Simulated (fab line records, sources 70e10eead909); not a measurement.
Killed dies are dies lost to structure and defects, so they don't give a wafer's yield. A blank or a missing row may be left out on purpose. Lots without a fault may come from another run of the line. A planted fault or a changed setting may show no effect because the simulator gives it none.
Tool commonality check | flow nand_harc | 12 lots, 42 wafers sampled

WHY IT WAS OPENED
At NHARC_A_SLIT_INSPECT_11 the reading raw_defect_count is flagged on 2 of 12 lots. Wafers without a fault read 21, standard deviation 10.
Rule: a lot is flagged when every wafer of it that has a number lies more than 4 standard deviations from that mean, or none has a number. The other lots count as sound.

lot  | measured     | on                | raw_defect_count, wafer by wafer | flag
L918 | day 14 01:55 | defect_inspect-01 | 14 16 9                          |
L921 | day 14 21:28 | defect_inspect-01 | 8 14 12                          |
L919 | day 14 23:14 | defect_inspect-01 | 23 22 24                         |
L923 | day 15 06:47 | defect_inspect-02 | 684 622 662 697 632 666          | FLAGGED
L925 | day 15 07:14 | defect_inspect-02 | 28 27 28                         |
L922 | day 15 08:57 | defect_inspect-02 | 638 691 695 641 686 675          | FLAGGED
L933 | day 17 14:55 | defect_inspect-01 | 22 11 10                         |
L935 | day 18 00:13 | defect_inspect-02 | 17 13 11                         |
L936 | day 18 20:32 | defect_inspect-01 | 48 32 45                         |
L940 | day 19 13:50 | defect_inspect-02 | 9 14 16                          |
L939 | day 19 15:10 | defect_inspect-01 | 45 28 40                         |
L941 | day 20 09:52 | defect_inspect-02 | 7 16 20                          |
The numbers of the flagged lots are 666 on average: +645 against the usual, or +64 standard deviations.

WHICH TOOL RAN EACH LOT
The record holds 3 process steps before the reading, out of a route of 1159 steps. In each cell: the tool, then ch and the chambers that the sampled wafers went through, then the start.
lot  | flag    | NHARC_A_STAIRCASE_CMP_472     | NHARC_A_SGD_CUT_ETCH_58            | NHARC_A_SLIT_DEP_00
L918 |         | cmp-01 ch 0,3, day 13 13:55   | rie_diel-05 ch 0,2,3, day 13 15:23 | acl_dep-03 ch 0, day 14 00:06
L921 |         | cmp-02 ch 0,1,3, day 14 10:21 | rie_diel-04 ch 1,2,3, day 14 11:47 | acl_dep-03 ch 0, day 14 18:50
L919 |         | cmp-01 ch 1,2, day 14 10:19   | rie_diel-05 ch 1,2, day 14 11:47   | acl_dep-02 ch 0, day 14 20:22
L923 | FLAGGED | cmp-01 ch 2,3, day 14 20:52   | rie_diel-08 ch 1,2,3, day 14 22:17 | acl_dep-03 ch 0, day 15 04:01
L925 |         | cmp-04 ch 0,1,2, day 14 20:01 | rie_diel-05 ch 0,1,2, day 14 21:27 | acl_dep-01 ch 0, day 15 04:28
L922 | FLAGGED | cmp-04 ch 0,3, day 14 20:29   | rie_diel-04 ch 1,2, day 14 21:53   | acl_dep-03 ch 0, day 15 06:54
L933 |         | cmp-01 ch 0,1, day 17 04:46   | rie_diel-05 ch 2,3, day 17 06:10   | acl_dep-01 ch 0, day 17 13:07
L935 |         | cmp-02 ch 0,2,3, day 17 12:59 | rie_diel-08 ch 0,1,2, day 17 14:22 | acl_dep-02 ch 0, day 17 21:16
L936 |         | cmp-04 ch 1,2,3, day 18 08:42 | rie_diel-04 ch 0,1,3, day 18 09:56 | acl_dep-02 ch 0, day 18 17:32
L940 |         | cmp-04 ch 0,1,2, day 19 03:10 | rie_diel-04 ch 0,1,3, day 19 04:32 | acl_dep-03 ch 0, day 19 11:11
L939 |         | cmp-01 ch 1,2,3, day 19 02:57 | rie_diel-05 ch 1,2,3, day 19 04:20 | acl_dep-02 ch 0, day 19 13:02
L941 |         | cmp-01 ch 0,2,3, day 19 21:56 | rie_diel-05 ch 0,1,2, day 19 23:20 | acl_dep-01 ch 0, day 20 07:14
What these steps do:
- NHARC_A_STAIRCASE_CMP_472: polishes SiO2.
- NHARC_A_SGD_CUT_ETCH_58: etches the open film in CF4, target depth 39 nm, time 65 s.
- NHARC_A_SLIT_DEP_00: deposits aC, target thk 3200 nm.
- NHARC_A_SLIT_INSPECT_11

FLAGGED OVER TOTAL, TOOL BY TOOL (the gauges that took the reading come last)
step                      | tool              | lots run | flagged | share of the flagged lots | sound lots run after its first flagged lot
NHARC_A_STAIRCASE_CMP_472 | cmp-01            | 6        | 1       | some                      | 3 (L933,L939,L941)
NHARC_A_STAIRCASE_CMP_472 | cmp-02            | 2        | 0       | none                      | -
NHARC_A_STAIRCASE_CMP_472 | cmp-04            | 4        | 1       | some                      | 2 (L936,L940)
NHARC_A_SGD_CUT_ETCH_58   | rie_diel-04       | 4        | 1       | some                      | 2 (L936,L940)
NHARC_A_SGD_CUT_ETCH_58   | rie_diel-05       | 6        | 0       | none                      | -
NHARC_A_SGD_CUT_ETCH_58   | rie_diel-08       | 2        | 1       | some                      | 1 (L935)
NHARC_A_SLIT_DEP_00       | acl_dep-01        | 3        | 0       | none                      | -
NHARC_A_SLIT_DEP_00       | acl_dep-02        | 4        | 0       | none                      | -
NHARC_A_SLIT_DEP_00       | acl_dep-03        | 5        | 2       | all                       | 1 (L940)
NHARC_A_SLIT_INSPECT_11   | defect_inspect-01 | 6        | 0       | none                      | -
NHARC_A_SLIT_INSPECT_11   | defect_inspect-02 | 6        | 2       | all                       | 4 (L925,L935,L940,L941)

WHAT THE TABLE ALLOWS
2 rows of the table ran every flagged lot: acl_dep-03 at NHARC_A_SLIT_DEP_00, defect_inspect-02 at NHARC_A_SLIT_INSPECT_11.
- acl_dep-03 at NHARC_A_SLIT_DEP_00: 2 of its 5 lots flagged. Sound lots ran on it after the first flagged one (L940), which a lasting fault on the whole tool wouldn't allow.
- defect_inspect-02 at NHARC_A_SLIT_INSPECT_11: 2 of its 6 lots flagged. Sound lots ran on it after the first flagged one (L925, L935, L940, L941), which a lasting fault on the whole tool wouldn't allow.
No row of the table ran every flagged lot and no sound lot after the first.

WHAT THE SIMULATOR HAD PUT IN
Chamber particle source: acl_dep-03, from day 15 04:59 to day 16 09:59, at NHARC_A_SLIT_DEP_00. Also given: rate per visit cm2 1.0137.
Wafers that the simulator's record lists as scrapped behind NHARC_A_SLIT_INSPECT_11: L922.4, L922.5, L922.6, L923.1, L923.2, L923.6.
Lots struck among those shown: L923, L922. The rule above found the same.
